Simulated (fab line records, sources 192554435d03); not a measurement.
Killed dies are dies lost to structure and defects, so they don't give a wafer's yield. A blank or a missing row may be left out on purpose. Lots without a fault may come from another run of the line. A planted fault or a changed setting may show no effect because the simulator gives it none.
Split-lot experiment | flow n5_finfet | 7 lots, 39 wafers read, on a route of 1938 steps

THE SPLIT
At N5_BEOL_M0_SAQP_SPACER2_ALD_26 (deposits SiO2, target thk 15 nm, pulse time 1 s, purge time 2 s), the setting target_thk_a was moved away from the recipe's 150 angstrom on 18 of the 39 wafers read, by -56.1% to +52.3%. The other wafers ran this setting at the recipe's value.

FROM THE SPLIT TO THE READING: what the file shows between them, 2 steps
- N5_BEOL_M0_SAQP_SPACER2_ETCHBACK_27: etches SiO2 in CHF3/O2, target depth 22.5 nm, time 11.25 s
- N5_BEOL_M0_SAQP_MANDREL2_REMOVE_110: chemistry HBr/Cl2/O2, target a-Si, stops on SiCN, bt time 10 s

THE READING
cd_nm, in nm, at N5_BEOL_M0_SAQP_CD_MEAS_29 (target cd 14.4 nm). Fault-free wafers of this fab line usually give 14.97 nm, standard deviation 0.22 nm.

wafer  | tool, chamber at the split | target_thk_a as run, angstrom | against the recipe | cd_nm, nm | against lot-mates on the recipe
L076.1 | ald_sin-02, 3,2,1          | 208.1                         | +38.7%             | 20.49     | +5.61
L076.2 | ald_sin-02, 1              | 150                           | recipe             | 14.75     | -
L076.3 | ald_sin-02, 2,0            | 150                           | recipe             | 14.86     | -
L076.4 | ald_sin-02, 2,0            | 150                           | recipe             | 15.03     | -
L076.5 | ald_sin-02, 3,2,1          | 208.1                         | +38.7%             | 21.04     | +6.16
L076.6 | ald_sin-02, 3,2,1          | 208.1                         | +38.7%             | 20.65     | +5.77
L078.1 | ald_sin-03, 1,3,3          | 150                           | recipe             | 14.80     | -
L078.2 | ald_sin-03, 2              | 126.5                         | -15.7%             | 12.54     | -2.41
L078.3 | ald_sin-03, 0              | 126.5                         | -15.7%             | 12.50     | -2.45
L078.4 | ald_sin-03, 1,3,3          | 150                           | recipe             | 14.90     | -
L078.5 | ald_sin-03, 2              | 126.5                         | -15.7%             | 12.86     | -2.09
L078.6 | ald_sin-03, 1,3,3          | 150                           | recipe             | 15.14     | -
L085.1 | ald_sin-03, 3,1,0          | 114.7                         | -23.5%             | 11.11     | -3.93
L085.2 | ald_sin-03, 2,0            | 150                           | recipe             | 15.38     | -
L085.3 | ald_sin-03, 3,1,0          | 114.7                         | -23.5%             | 11.55     | -3.49
L085.4 | ald_sin-03, 3,1,0          | 114.7                         | -23.5%             | 11.22     | -3.82
L085.5 | ald_sin-03, 3              | 150                           | recipe             | 15.20     | -
L085.6 | ald_sin-03, 2,0            | 150                           | recipe             | 14.53     | -
L089.1 | ald_sin-01, 2,0,2          | 150                           | recipe             | 15.00     | -
L089.2 | ald_sin-01, 3,1,1          | 102.8                         | -31.5%             | 10.49     | -4.46
L089.3 | ald_sin-01, 2,0,2          | 150                           | recipe             | 14.82     | -
L089.4 | ald_sin-01, 3,1,1          | 102.8                         | -31.5%             | 10.32     | -4.63
L089.5 | ald_sin-01, 3,1,1          | 102.8                         | -31.5%             | 10.26     | -4.69
L089.6 | ald_sin-01, 2,0,2          | 150                           | recipe             | 15.04     | -
L093.1 | ald_sin-01, 1,2,0          | 228.4                         | +52.3%             | 22.87     | +8.15
L093.2 | ald_sin-01, 3,3,0          | 150                           | recipe             | 15.00     | -
L093.3 | ald_sin-01, 1,2,0          | 228.4                         | +52.3%             | 22.79     | +8.07
L093.4 | ald_sin-01, 1,2,0          | 228.4                         | +52.3%             | 22.45     | +7.73
L093.5 | ald_sin-01, 3,3,0          | 150                           | recipe             | 14.36     | -
L093.6 | ald_sin-01, 3,3,0          | 150                           | recipe             | 14.80     | -
L094.1 | ald_sin-01, 3,2,0          | 65.89                         | -56.1%             | 6.57      | -8.51
L094.2 | ald_sin-01, 0,3            | 150                           | recipe             | 14.82     | -
L094.3 | ald_sin-01, 1              | 150                           | recipe             | 15.10     | -
L094.4 | ald_sin-01, 3,2,0          | 65.89                         | -56.1%             | 6.46      | -8.62
L094.5 | ald_sin-01, 0,3            | 150                           | recipe             | 15.33     | -
L094.6 | ald_sin-01, 3,2,0          | 65.89                         | -56.1%             | 6.46      | -8.62
L096.1 | ald_sin-03, 2,0,3          | 150                           | recipe             | 15.03     | -
L096.2 | ald_sin-03, 2,0,3          | 150                           | recipe             | 15.08     | -
L096.5 | ald_sin-03, 2,0,3          | 150                           | recipe             | 15.26     | -
Where a row lists several chambers, the file gives one row for several wafers and doesn't say which wafer went through which chamber.

THE FIT
A straight line over all 39 wafers: cd_nm changes by +0.149 nm for each +1% of target_thk_a; r = +1.00; the points scatter about the line by 0.22 nm.
The same after taking each lot's own level away (the mean of its wafers on the recipe; 39 wafers): +0.152 nm for each +1%; r = +1.00; scatter 0.21 nm.
On that fit, the largest move of target_thk_a shifts the reading by 8.5 nm.
The lots' own levels span 14.720 to 15.123 nm, that is 1.8 times the standard deviation above.
So the lot-to-lot level changes the slope little: the two slopes agree.
Check: with one of the wafers moved furthest among these (-56.1%) left out of the fit, the line predicts -8.53 nm for it against its lot-mates. It came out at -8.51 nm against them.

OTHER SPLITS ON THESE WAFERS
These wafers also went through other splits before the reading. Each is held against what the fit with the lots' levels taken away leaves over:
other split on the same wafers       | wafers away from the commonest value | r with cd_nm (lot level and that fit taken away)
N5_FIN_SAQP_PECVD_06 time_s          | 15                                   | -0.03
N5_SD_EPI_N_EPI_21 epi_growth_time_s | 12                                   | +0.01

THE WHOLE CHAIN: every reading that the file lists as answering this split, in the file's order
step                                | what it does                                                            | reading                                                                                     | change (the file's fit)                | r (the file's)
N5_BEOL_M0_SAQP_SPACER2_ALD_26      | deposits SiO2, target thk 15 nm, pulse time 1 s, purge time 2 s         | SiO2_of_BEOL_M0_SAQP_SPACER2_ALD_26.thk_nm (the simulator's own value, which no gauge read) | +0.15 nm for each +1% of the setting   | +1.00
N5_BEOL_M0_SAQP_MANDREL2_REMOVE_110 | chemistry HBr/Cl2/O2, target a-Si, stops on SiCN, bt time 10 s          | BEOL_M0_SAQP.cd_nm (the simulator's own value, which no gauge read)                         | +0.149 nm for each +1% of the setting  | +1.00
N5_BEOL_M0_SAQP_MANDREL2_REMOVE_110 | chemistry HBr/Cl2/O2, target a-Si, stops on SiCN, bt time 10 s          | SiO2_of_BEOL_M0_SAQP_SPACER2_ALD_26.thk_nm (the simulator's own value, which no gauge read) | +0.145 nm for each +1% of the setting  | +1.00
N5_BEOL_M0_SAQP_CD_MEAS_29          | target cd 14.4 nm                                                       | cd_nm                                                                                       | +0.152 nm for each +1% of the setting  | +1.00
N5_BEOL_M0_CUTY_ETCH_63             | etches SOC in N2/H2, target depth 82.7 nm, overetch 16.5 nm, time 124 s | SiO2_of_BEOL_M0_SAQP_SPACER2_ALD_26.thk_nm (the simulator's own value, which no gauge read) | +0.127 nm for each +1% of the setting  | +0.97
N5_BEOL_M0_ETCH_138                 | etches SiCN in CH3F/O2, target depth 12 nm, time 31.6 s                 | SiO2_of_BEOL_M0_SAQP_SPACER2_ALD_26.thk_nm (the simulator's own value, which no gauge read) | +0.118 nm for each +1% of the setting  | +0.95
N5_BEOL_M0_HM_OPEN_105              | chemistry Cl2/BCl3, target TiN, target depth 12 nm                      | SiO2_of_BEOL_M0_SAQP_SPACER2_ALD_26.thk_nm (the simulator's own value, which no gauge read) | +0.0943 nm for each +1% of the setting | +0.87

THE FILE'S OWN FIT
cd_nm changes by +0.152 nm for each +1% of target_thk_a, r = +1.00.
